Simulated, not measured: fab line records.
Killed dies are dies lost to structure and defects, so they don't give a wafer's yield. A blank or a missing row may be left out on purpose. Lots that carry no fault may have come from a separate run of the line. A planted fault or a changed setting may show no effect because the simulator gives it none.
fab line records -- flow n5_finfet
[record] lots = 7, wafers = 21
route steps=1938 shown HKMG_FIN@402 MOL_CONTACT_COAG@523 BEOL_M0_SAQP@642
start_h: the number of hours between the record's first day and the start of the first shown wafer of the lot -- wait_h: hours from the lot's prior step to this one -- " unchanged from the row above -- L1.1+2: a single row standing in for several wafers -- - either no value or no given start -- * or withheld: withheld -- < > ~ a bound
route shown NAME@n: a module of which the file shows steps, and the number in the route of the first -- usual: mean and standard deviation over wafers with no fault -- same: alike in all rows -- chamber/n: place in a boat -- sites: the reading at each site -- _std_site: how widely they spread, as a standard deviation -- _edge_site: outer sites' mean less inner sites' -- radius_mm: for every site, how far away it sits from the centre of the wafer -- mask NAME#n: copy n -- behind: tool/chamber where the wafer was last shaped -- hold: why the lot was held/for how many hours/how that ended -- device: transistor that didn't switch, given as n, p or np -- end of line: the route-end tests of the same wafers -- where a step has no rows: the recipe by itself -- killed: dies that structure and defects cost at the first sort, which is not the same as the wafer's yield -- map: dies across one wafer; x = killed, . = not, _ = none there
set.NAME: setting as actually run; set.NAME@STEP: the setting as run at that earlier step -- model.NAME: the simulator's own value behind a step, which no gauge read
lots run with intentionally changed settings; tables by step, rows by wafer
[[steps]]
[step N5_HKMG_FIN_ETCH_54]
[recipe] chemistry = CF4, target = SiARC, target_depth_a = 455, mask_material = CAR-ArF, time_s = 75.8, ion_energy_ev = 80, pressure_mtorr = 40, source_w = 545, bias_w = 36, Ar_flow_sccm = 100, cf4_flow_sccm = 100, ends = cleared
[usual] rf_vpp_V = 184.7/1.1
lot.wafer,tool,chamber,start_h,wait_h,set.bias_w,rf_vpp_V
L075.3,rie_diel-02,0,85.39,0.0,36,184.3
L075.4,rie_diel-02,2,85.39,0.0,36,185.2
L075.5,rie_diel-02,1,85.39,0.0,36,184.0
L078.1,rie_diel-02,0,110.88,0.0,36,184.7
L078.2,rie_diel-02,3,110.88,0.0,36,186.4
L078.6,rie_diel-02,1,110.88,0.0,34.11,177.9
L079.4,rie_diel-02,2,111.77,0.0,36,185.2
L079.5,rie_diel-02,2,111.77,0.0,36,185.2
L079.6,rie_diel-02,1,111.77,0.0,36,182.7
L090.3,rie_diel-04,0,169.52,0.0,36,184.6
L090.5,rie_diel-04,3,169.52,0.0,36,185.2
L090.6,rie_diel-04,0,169.52,0.0,36,182.9
L091.2,rie_diel-02,2,173.91,0.0,36,184.1
L091.4,rie_diel-02,3,173.91,0.0,36,184.1
L091.6,rie_diel-02,2,173.91,0.0,36,183.2
L092.1,rie_diel-02,1,178.51,0.0,30.59,165.7
L092.3,rie_diel-02,2,178.51,0.0,36,184.8
L092.5,rie_diel-02,2,178.51,0.0,30.59,166.1
L094.2,rie_diel-01,3,193.75,0.0,36,184.0
L094.3,rie_diel-01,0,193.75,0.0,40.46,198.5
L094.5,rie_diel-01,3,193.75,0.0,40.46,198.4
[step N5_HKMG_FIN_ETCH_55]
[recipe] chemistry = N2/H2, target = SOC, target_depth_a = 2400, temp_c = 40, time_s = 300, ion_energy_ev = 200, mask_material = SiARC, pressure_mtorr = 30, source_w = 840, bias_w = 150, n2_flow_sccm = 200, h2_flow_sccm = 200
[step N5_HKMG_FIN_STRIP_56]
[recipe] chemistry = N2/H2, temp_c = 40, n2_flow_sccm = 200, h2_flow_sccm = 200, rf_frequency_hz = 6e+07
[step N5_HKMG_FIN_STRIP_57]
[recipe] chemistry = CF4, resist = SiARC, power_w = 300, bias_power_w = 75, pressure_mtorr = 50, cf4_flow_sccm = 150, rf_frequency_hz = 6e+07
[step N5_HKMG_FIN_ETCH_58]
[recipe] chemistry = N2/H2, target = SOC, target_depth_a = 2158, ion_energy_ev = 50, bias_w = 13, time_s = 741, pressure_mtorr = 30, source_w = 875, n2_flow_sccm = 200, h2_flow_sccm = 200
lot.wafer,tool,chamber,start_h,wait_h,set.spin_rpm@HKMG_FIN_COAT_41,model.SOC_of_HKMG_FIN_COAT_41.thk_nm
L075.3,rie_diel-02,0,85.66,0.0,1500,83.4
L075.4,rie_diel-02,2,85.66,0.0,1407,95.2
L075.5,rie_diel-02,1,85.66,0.0,1407,93.6
L078.1,rie_diel-02,0,111.15,0.0,1576,74.8
L078.2,rie_diel-02,3,111.15,0.0,1500,87.8
L078.6,rie_diel-02,1,111.15,0.0,1500,84.8
L079.4,rie_diel-02,2,112.04,0.0,1500,87.8
L079.5,rie_diel-02,2,112.04,0.0,1500,86.8
L079.6,rie_diel-02,1,112.04,0.0,1500,83.6
L090.3,rie_diel-04,0,169.78,0.0,1662,71
L090.5,rie_diel-04,3,169.78,0.0,1500,79
L090.6,rie_diel-04,0,169.78,0.0,1662,71.2
L091.2,rie_diel-02,2,174.17,0.0,1448,92.2
L091.4,rie_diel-02,3,174.17,0.0,1500,88.8
L091.6,rie_diel-02,2,174.17,0.0,1500,83.4
L092.1,rie_diel-02,1,178.78,0.0,1500,82.6
L092.3,rie_diel-02,2,178.78,0.0,1500,86.2
L092.5,rie_diel-02,2,178.78,0.0,1500,85.6
L094.2,rie_diel-01,3,194.01,0.0,1500,84.6
L094.3,rie_diel-01,0,194.01,0.0,1500,82
L094.5,rie_diel-01,3,194.01,0.0,1372,98.8
[step N5_MOL_CONTACT_COAG_EXPOSE_05]
[recipe] mask_id = CA, na = 0.33, source_shape = annular, sigma_inner = 0.4, sigma_outer = 0.8, polarization = unpolarized, defocus_nm = 0, dose_mj = 38.25
lot.wafer,tool,chamber,start_h,wait_h,mask,set.dose_mj
L075.3,euv_scanner-01,0,100.91,-,CA#0,38.25
L075.4+5,euv_scanner-01,0,100.91,-,CA#0,36.89
L078.1+2+6,euv_scanner-02,0,126.09,-,CA#0,38.25
L079.4+5+6,euv_scanner-01,0,127.24,-,CA#0,38.25
L090.3+5,euv_scanner-01,0,185.89,-,CA#0,36.7
L090.6,euv_scanner-01,0,185.89,-,CA#0,38.25
L091.2+4,euv_scanner-02,0,189.94,-,CA#0,40.9
L091.6,euv_scanner-02,0,189.94,-,CA#0,38.25
L092.1+3+5,euv_scanner-01,0,194.74,-,CA#0,38.25
L094.2,euv_scanner-02,0,209.04,-,CA#0,35.81
L094.3+5,euv_scanner-02,0,209.04,-,CA#0,38.25
[step N5_MOL_CONTACT_COAG_PEB_06]
[recipe] peb_temp_c = 100, peb_time_s = 60, resist = CAR-EUV
[step N5_MOL_CONTACT_COAG_DEVELOP_07]
[recipe] develop_time_s = 30, developer = TMAH, resist = CAR-EUV, rinse_liquid = surfactant_rinse, dry = air_spin, dev_temp_c = 23
[step N5_MOL_CONTACT_COAG_CD_MEAS_08]
[recipe] target_cd_nm = 28, landing_energy_ev = 500, detector = se_inlens, polarity = opening
[usual] cd_nm = 27.97/0.21
lot.wafer,tool,chamber,start_h,wait_h,set.dose_mj@MOL_CONTACT_COAG_EXPOSE_05,cd_nm
L075.3,cd_sem-01,0,101.03,-,38.25,28.20
L075.4,cd_sem-01,0,101.03,-,36.89,27.23
L075.5,cd_sem-01,0,101.03,-,36.89,27.22
L078.1,cd_sem-03,0,126.22,-,38.25,28.11
L078.2,cd_sem-03,0,126.22,-,38.25,28.16
L078.6,cd_sem-03,0,126.22,-,38.25,28.18
L079.4,cd_sem-02,0,127.35,-,38.25,27.99
L079.5,cd_sem-02,0,127.35,-,38.25,28.04
L079.6,cd_sem-02,0,127.35,-,38.25,27.93
L090.3,cd_sem-03,0,186.01,-,36.7,27.15
L090.5,cd_sem-03,0,186.01,-,36.7,26.85
L090.6,cd_sem-03,0,186.01,-,38.25,27.77
L091.2,cd_sem-03,0,190.07,-,40.9,29.18
L091.4,cd_sem-03,0,190.07,-,40.9,29.36
L091.6,cd_sem-03,0,190.07,-,38.25,27.91
L092.1,cd_sem-01,0,194.87,-,38.25,27.70
L092.3,cd_sem-01,0,194.87,-,38.25,28.24
L092.5,cd_sem-01,0,194.87,-,38.25,28.13
L094.2,cd_sem-02,0,209.16,-,35.81,26.08
L094.3,cd_sem-02,0,209.16,-,38.25,27.92
L094.5,cd_sem-02,0,209.16,-,38.25,28.10
[step N5_MOL_CONTACT_COAG_DESCUM_13]
[recipe] chemistry = O2, time_s = 7, source_power_w = 50, bias_power_w = 20, pressure_mtorr = 20, rf_frequency_hz = 2.712e+07, temp_c = 40, resist = CAR-EUV, o2_flow_sccm = 225
[step N5_MOL_CONTACT_COAG_ETCH_59]
[recipe] chemistry = N2/H2, target = underlayer, target_depth_a = 130, mask_material = CAR-EUV, time_s = 10.4, ion_energy_ev = 200, pressure_mtorr = 30, source_w = 840, bias_w = 150, n2_flow_sccm = 200, h2_flow_sccm = 200, ends = cleared
lot.wafer,tool,chamber,start_h,wait_h,set.dose_mj@MOL_CONTACT_COAG_EXPOSE_05,model.MOL_CONTACT_COAG.cd_offset_nm
L075.3,rie_diel-01,3,101.18,0.0,38.25,0.2
L075.4,rie_diel-01,2,101.18,0.0,36.89,-0.6
L075.5,rie_diel-01,0,101.18,0.0,36.89,-0.8
L078.1+2+6,rie_diel-04,"3,0,0",126.38,0.0,38.25,0.2
L079.4+6,rie_diel-02,2,127.50,0.0,38.25,0
L079.5,rie_diel-02,3,127.50,0.0,38.25,-0.2
L090.3+5,rie_diel-02,"3,0",186.16,0.0,36.7,-1
L090.6,rie_diel-02,1,186.16,0.0,38.25,-0.2
L091.2,rie_diel-01,3,190.53,0.0,40.9,1.6
L091.4,rie_diel-01,1,190.53,0.0,40.9,1.4
L091.6,rie_diel-01,2,190.53,0.0,38.25,0.2
L092.1,rie_diel-01,1,195.03,0.0,38.25,-0.2
L092.3+5,rie_diel-01,"2,1",195.03,0.0,38.25,0
L094.2,rie_diel-01,2,209.32,0.0,35.81,-1.6
L094.3+5,rie_diel-01,"3,2",209.32,0.0,38.25,0
[step N5_MOL_CONTACT_COAG_ETCH_105]
[recipe] chemistry = CF4, target = SiARC, target_depth_a = 156, mask_material = CAR-EUV, time_s = 26, ion_energy_ev = 80, pressure_mtorr = 40, source_w = 545, bias_w = 36, Ar_flow_sccm = 100, cf4_flow_sccm = 100, ends = cleared
[step N5_MOL_CONTACT_COAG_ETCH_106]
[recipe] chemistry = N2/H2, target = SOC, target_depth_a = 800, overetch_a = 160, mask_material = SiARC, temp_c = 40, time_s = 120, ion_energy_ev = 200, pressure_mtorr = 30, source_w = 840, bias_w = 150, n2_flow_sccm = 200, h2_flow_sccm = 200
lot.wafer,tool,chamber,start_h,wait_h,set.dose_mj@MOL_CONTACT_COAG_EXPOSE_05,model.MOL_CONTACT_COAG.cd_offset_nm
L075.3,rie_diel-01,3,101.23,0.0,38.25,0.2
L075.4,rie_diel-01,2,101.23,0.0,36.89,-0.8
L075.5,rie_diel-01,0,101.23,0.0,36.89,-1
L078.1,rie_diel-04,3,126.43,0.0,38.25,0.2
L078.2+6,rie_diel-04,0,126.43,0.0,38.25,0
L079.4+6,rie_diel-02,2,127.55,0.0,38.25,-0.4
L079.5,rie_diel-02,3,127.55,0.0,38.25,-0.2
L090.3,rie_diel-02,3,186.21,0.0,36.7,-0.8
L090.5,rie_diel-02,0,186.21,0.0,36.7,-1.2
L090.6,rie_diel-02,1,186.21,0.0,38.25,-0.2
L091.2,rie_diel-01,3,190.58,0.0,40.9,1.4
L091.4,rie_diel-01,1,190.58,0.0,40.9,1
L091.6,rie_diel-01,2,190.58,0.0,38.25,0.2
L092.1+5,rie_diel-01,1,195.08,0.0,38.25,-0.2
L092.3,rie_diel-01,2,195.08,0.0,38.25,0
L094.2,rie_diel-01,2,209.37,0.0,35.81,-1.6
L094.3+5,rie_diel-01,"3,2",209.37,0.0,38.25,0
[step N5_MOL_CONTACT_COAG_STRIP_108]
[recipe] chemistry = N2/H2, temp_c = 40, n2_flow_sccm = 200, h2_flow_sccm = 200, rf_frequency_hz = 6e+07
lot.wafer,tool,chamber,start_h,wait_h,set.temp_c
L075.3+5,rie_diel-01,"3,0",101.32,0.0,40
L075.4,rie_diel-01,2,101.32,0.0,37.59
L078.1,rie_diel-04,3,126.52,0.0,41.97
L078.2+6,rie_diel-04,0,126.52,0.0,40
L079.4+5+6,rie_diel-02,"2,3,2",127.64,0.0,40
L090.3+6,rie_diel-02,"3,1",186.30,0.0,42.58
L090.5,rie_diel-02,0,186.30,0.0,40
L091.2+4+6,rie_diel-01,"3,1,2",190.67,0.0,40
L092.1+3,rie_diel-01,"1,2",195.17,0.0,40
L092.5,rie_diel-01,1,195.17,0.0,42.24
L094.2+3+5,rie_diel-01,"2,3,2",209.46,0.0,40
[step N5_MOL_CONTACT_COAG_CONTACT_ETCH_14]
[recipe] chemistry = C4F6/O2, target = SiO2, target_depth_a = 275, overetch_a = 85, mask_material = SOC, pressure_mtorr = 30, source_w = 370, bias_w = 185, Ar_flow_sccm = 300, C4F6_flow_sccm = 16, O2_flow_sccm = 10, time_s = 20, ion_energy_ev = 259.6
lot.wafer,tool,chamber,start_h,wait_h,set.dose_mj@MOL_CONTACT_COAG_EXPOSE_05,model.MOL_CONTACT_COAG.cd_offset_nm
L075.3,rie_diel-01,3,101.33,0.0,38.25,0.2
L075.4,rie_diel-01,2,101.33,0.0,36.89,-0.8
L075.5,rie_diel-01,0,101.33,0.0,36.89,-1
L078.1,rie_diel-04,3,126.53,0.0,38.25,0.2
L078.2+6,rie_diel-04,0,126.53,0.0,38.25,0
L079.4,rie_diel-02,2,127.65,0.0,38.25,-0.6
L079.5,rie_diel-02,3,127.65,0.0,38.25,-0.2
L079.6,rie_diel-02,2,127.65,0.0,38.25,-0.4
L090.3,rie_diel-02,3,186.31,0.0,36.7,-1
L090.5,rie_diel-02,0,186.31,0.0,36.7,-1.2
L090.6,rie_diel-02,1,186.31,0.0,38.25,-0.2
L091.2,rie_diel-01,3,190.68,0.0,40.9,1.6
L091.4,rie_diel-01,1,190.68,0.0,40.9,1
L091.6,rie_diel-01,2,190.68,0.0,38.25,0.4
L092.1+5,rie_diel-01,1,195.18,0.0,38.25,-0.2
L092.3,rie_diel-01,2,195.18,0.0,38.25,0
L094.2,rie_diel-01,2,209.47,0.0,35.81,-1.6
L094.3+5,rie_diel-01,"3,2",209.47,0.0,38.25,0
[step N5_MOL_CONTACT_COAG_STRIP_109]
[recipe] chemistry = C4F6/O2, resist = SiARC, rf_frequency_hz = 6e+07
[step N5_MOL_CONTACT_COAG_ETCH_15]
[recipe] chemistry = CH3F/O2, target = SiNx, target_depth_a = 70, mask_material = SOC, stop_on = Si:P, over_etch_frac = 0.75, ion_energy_ev = 120, pressure_mtorr = 30, source_w = 395, bias_w = 73, Ar_flow_sccm = 150, CH3F_flow_sccm = 30, O2_flow_sccm = 20
[step N5_MOL_CONTACT_COAG_ETCH_110]
[recipe] chemistry = CF4/O2, target = Si, target_depth_a = 25, time_s = 8, pressure_mtorr = 100, source_w = 200, bias_w = 12, ion_energy_ev = 60, Ar_flow_sccm = 100, cf4_flow_sccm = 100, O2_flow_sccm = 10
[step N5_MOL_CONTACT_COAG_STRIP_98]
[recipe] chemistry = N2/H2, power_w = 500, temp_c = 40, pressure_mtorr = 50, rf_frequency_hz = 6e+07, overash_fraction = 0.3, bias_power_w = 8, h2_frac = 0.5, n2_flow_sccm = 300, h2_flow_sccm = 300
[step N5_MOL_CONTACT_COAG_CD_MEAS_99]
[recipe] target_cd_nm = 17.2, polarity = opening
[usual] cd_nm = 17.2/0.31
lot.wafer,tool,chamber,start_h,wait_h,set.dose_mj@MOL_CONTACT_COAG_EXPOSE_05,cd_nm
L075.3,cd_sem-02,-,101.55,-,38.25,17.4
L075.4,cd_sem-02,-,101.55,-,36.89,16.7
L075.5,cd_sem-02,-,101.55,-,36.89,16.5
L078.1,cd_sem-01,-,126.74,-,38.25,17.7
L078.2,cd_sem-01,-,126.74,-,38.25,17.0
L078.6,cd_sem-01,-,126.74,-,38.25,17.4
L079.4,cd_sem-01,-,127.87,-,38.25,16.4
L079.5,cd_sem-01,-,127.87,-,38.25,17.2
L079.6,cd_sem-01,-,127.87,-,38.25,16.9
L090.3,cd_sem-03,-,186.53,-,36.7,16.2
L090.5,cd_sem-03,-,186.53,-,36.7,16.2
L090.6,cd_sem-03,-,186.53,-,38.25,17.2
L091.2,cd_sem-03,-,190.90,-,40.9,19.0
L091.4,cd_sem-03,-,190.90,-,40.9,18.5
L091.6,cd_sem-03,-,190.90,-,38.25,17.6
L092.1,cd_sem-01,-,195.39,-,38.25,16.9
L092.3,cd_sem-01,-,195.39,-,38.25,17.6
L092.5,cd_sem-01,-,195.39,-,38.25,17.4
L094.2,cd_sem-02,-,209.68,-,35.81,15.5
L094.3,cd_sem-02,-,209.68,-,38.25,17.3
L094.5,cd_sem-02,-,209.68,-,38.25,17.4
[step N5_BEOL_M0_SAQP_COAT_82]
[recipe] resist = SiARC, temp_c = 220, time_s = 60, spin_rpm = 1500, resist_thk_nm = 30
lot.wafer,tool,chamber,start_h,wait_h,set.spin_rpm,model.SiARC_of_BEOL_M0_SAQP_COAT_82.thk_nm
L075.3+5,litho_track-03,0,-,-,1342,32
L075.4,litho_track-03,0,-,-,1500,30.2
L078.1+6,litho_track-01,0,-,-,1500,30.2
L078.2,litho_track-01,0,-,-,1589,29.2
L079.4+5+6,litho_track-01,0,-,-,1500,30
L090.3+5+6,litho_track-03,0,-,-,1500,30
L091.2,litho_track-01,0,-,-,1410,31
L091.4+6,litho_track-01,0,-,-,1500,30
L092.1+3+5,litho_track-01,0,-,-,1500,30.2
L094.2+3,litho_track-01,0,-,-,1557,29.4
L094.5,litho_track-01,0,-,-,1500,30
[step N5_BEOL_M0_SAQP_EXPOSE_11]
[recipe] mask_id = M0_CORE, na = 1.35, source_shape = dipole, sigma_inner = 0.538, sigma_outer = 0.738, polarization = te, target_cd_nm = 42, dose_mj = 55
lot.wafer,tool,chamber,start_h,wait_h,mask,set.dose_mj
L075.3+4,arfi_scanner-03,0,119.46,-,M0_CORE#0,59.03
L075.5,arfi_scanner-03,0,119.46,-,M0_CORE#0,55
L078.1+2,arfi_scanner-02,0,144.27,-,M0_CORE#0,59.06
L078.6,arfi_scanner-02,0,144.27,-,M0_CORE#0,55
L079.4+5+6,arfi_scanner-01,0,147.33,-,M0_CORE#0,55
L090.3,arfi_scanner-02,0,204.27,-,M0_CORE#0,56.98
L090.5+6,arfi_scanner-02,0,204.27,-,M0_CORE#0,55
L091.2+4+6,arfi_scanner-03,0,207.42,-,M0_CORE#0,56.4
L092.1,arfi_scanner-02,0,212.62,-,M0_CORE#0,52.88
L092.3+5,arfi_scanner-02,0,212.62,-,M0_CORE#0,55
L094.2+3+5,arfi_scanner-03,0,228.51,-,M0_CORE#0,55
[step N5_BEOL_M0_SAQP_PEB_12]
[recipe] peb_temp_c = withheld, peb_time_s = 60, resist = CAR-ArF
[step N5_BEOL_M0_SAQP_DEVELOP_13]
[recipe] develop_time_s = 30, developer = TMAH, resist = CAR-ArF, dev_temp_c = 23, rinse_liquid = diw, dry = air_spin
[step N5_BEOL_M0_SAQP_CD_MEAS_14]
[recipe] target_cd_nm = 42.5, landing_energy_ev = 500, detector = se_inlens
[usual] cd_nm = 42.49/0.29
lot.wafer,tool,chamber,start_h,wait_h,set.dose_mj@BEOL_M0_SAQP_EXPOSE_11,cd_nm
L075.3,cd_sem-01,0,119.58,-,59.03,40.37
L075.4,cd_sem-01,0,119.58,-,59.03,40.23
L075.5,cd_sem-01,0,119.58,-,55,42.35
L078.1,cd_sem-01,0,144.40,-,59.06,39.81
L078.2,cd_sem-01,0,144.40,-,59.06,39.55
L078.6,cd_sem-01,0,144.40,-,55,42.19
L079.4,cd_sem-03,0,147.44,-,55,42.79
L079.5,cd_sem-03,0,147.44,-,55,42.82
L079.6,cd_sem-03,0,147.44,-,55,42.44
L090.3,cd_sem-03,0,204.39,-,56.98,41.64
L090.5,cd_sem-03,0,204.39,-,55,42.69
L090.6,cd_sem-03,0,204.39,-,55,41.99
L091.2,cd_sem-03,0,207.54,-,56.4,41.40
L091.4,cd_sem-03,0,207.54,-,56.4,41.48
L091.6,cd_sem-03,0,207.54,-,56.4,41.63
L092.1,cd_sem-02,0,212.75,-,52.88,43.83
L092.3,cd_sem-02,0,212.75,-,55,42.23
L092.5,cd_sem-02,0,212.75,-,55,42.47
L094.2,cd_sem-03,0,228.63,-,55,42.63
L094.3,cd_sem-03,0,228.63,-,55,43.00
L094.5,cd_sem-03,0,228.63,-,55,42.58
[step N5_BEOL_M0_SAQP_DESCUM_19]
[recipe] chemistry = O2, time_s = 7.9, source_power_w = 50, bias_power_w = 20, pressure_mtorr = 20, rf_frequency_hz = 2.712e+07, temp_c = 40, resist = CAR-ArF, o2_flow_sccm = 225
[step N5_BEOL_M0_SAQP_ETCH_83]
[recipe] chemistry = CF4, target = SiARC, target_depth_a = 390, mask_material = CAR-ArF, time_s = 65, ion_energy_ev = 80, pressure_mtorr = 40, source_w = 545, bias_w = 36, Ar_flow_sccm = 100, cf4_flow_sccm = 100, ends = cleared
lot.wafer,tool,chamber,start_h,wait_h,set.spin_rpm@BEOL_M0_SAQP_COAT_82,model.CAR-ArF_of_BEOL_M0_SAQP_COAT_08.thk_nm,model.etch.depth_nm
L075.3,rie_diel-03,3,119.70,0.0,1342,53.8,31.98
L075.4,rie_diel-03,3,119.70,0.0,1500,55.4,30.2
L075.5,rie_diel-03,1,119.70,0.0,1342,53.8,31.91
L078.1,rie_diel-06,3,144.62,0.0,1500,54.6,30.1
L078.2,rie_diel-06,2,144.62,0.0,1589,56.2,29.25
L078.6,rie_diel-06,0,144.62,0.0,1500,55,30.15
L079.4,rie_diel-05,2,147.59,0.0,1500,56.2,29.92
L079.5,rie_diel-05,2,147.59,0.0,1500,56,29.95
L079.6,rie_diel-05,1,147.59,0.0,1500,55.4,29.92
L090.3,rie_diel-03,0,204.66,0.0,1500,55.8,29.98
L090.5,rie_diel-03,1,204.66,0.0,1500,56,29.99
L090.6,rie_diel-03,2,204.66,0.0,1500,56,29.96
L091.2,rie_diel-03,0,207.71,0.0,1410,54.6,30.94
L091.4,rie_diel-03,2,207.71,0.0,1500,55.4,30.06
L091.6,rie_diel-03,1,207.71,0.0,1500,55.8,30
L092.1,rie_diel-06,0,212.87,0.0,1500,55.4,30.14
L092.3,rie_diel-06,2,212.87,0.0,1500,55.2,30.13
L092.5,rie_diel-06,1,212.87,0.0,1500,55.4,30.15
L094.2,rie_diel-03,0,228.75,0.0,1557,56.2,29.5
L094.3,rie_diel-03,2,228.75,0.0,1557,56.6,29.3
L094.5,rie_diel-03,2,228.75,0.0,1500,56.2,29.96
[[key]]
[split] step = N5_HKMG_FIN_ETCH_54, setting = bias_w, stated = 36, by = wafer
[response] step = N5_HKMG_FIN_ETCH_54, reading = rf_vpp_V, change = +1.24, per = 1%, r = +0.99
[split] step = N5_MOL_CONTACT_COAG_EXPOSE_05, setting = dose_mj, stated = 38.25, by = wafer
[response] step = N5_MOL_CONTACT_COAG_CD_MEAS_08, reading = cd_nm, change = +0.241, per = 1%, r = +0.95
[response] step = N5_MOL_CONTACT_COAG_ETCH_59, reading = model.MOL_CONTACT_COAG.cd_offset_nm, change = +0.218, per = 1%, r = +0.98
[response] step = N5_MOL_CONTACT_COAG_ETCH_106, reading = model.MOL_CONTACT_COAG.cd_offset_nm, change = +0.206, per = 1%, r = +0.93
[response] step = N5_MOL_CONTACT_COAG_CONTACT_ETCH_14, reading = model.MOL_CONTACT_COAG.cd_offset_nm, change = +0.204, per = 1%, r = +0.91
[response] step = N5_MOL_CONTACT_COAG_CD_MEAS_99, reading = cd_nm, change = +0.228, per = 1%, r = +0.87
[split] step = N5_MOL_CONTACT_COAG_STRIP_108, setting = temp_c, stated = 40, by = wafer
response none clear
[split] step = N5_BEOL_M0_SAQP_COAT_82, setting = spin_rpm, stated = 1500, by = wafer
[response] step = N5_BEOL_M0_SAQP_COAT_82, reading = model.SiARC_of_BEOL_M0_SAQP_COAT_82.thk_nm, change = -0.169, per = 1%, r = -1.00
[response] step = N5_BEOL_M0_SAQP_ETCH_83, reading = model.CAR-ArF_of_BEOL_M0_SAQP_COAT_08.thk_nm, change = +0.162, per = 1%, r = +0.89
[response] step = N5_BEOL_M0_SAQP_ETCH_83, reading = model.etch.depth_nm, change = -0.158, per = 1%, r = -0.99
[split] step = N5_BEOL_M0_SAQP_EXPOSE_11, setting = dose_mj, stated = 55, by = wafer
[response] step = N5_BEOL_M0_SAQP_CD_MEAS_14, reading = cd_nm, change = -0.307, per = 1%, r = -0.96
split outside_this_file step=N5_HKMG_FIN_COAT_41 setting=spin_rpm
// split outside_this_file: this setting was split too, and the file shows its column; the key of that split is in another file
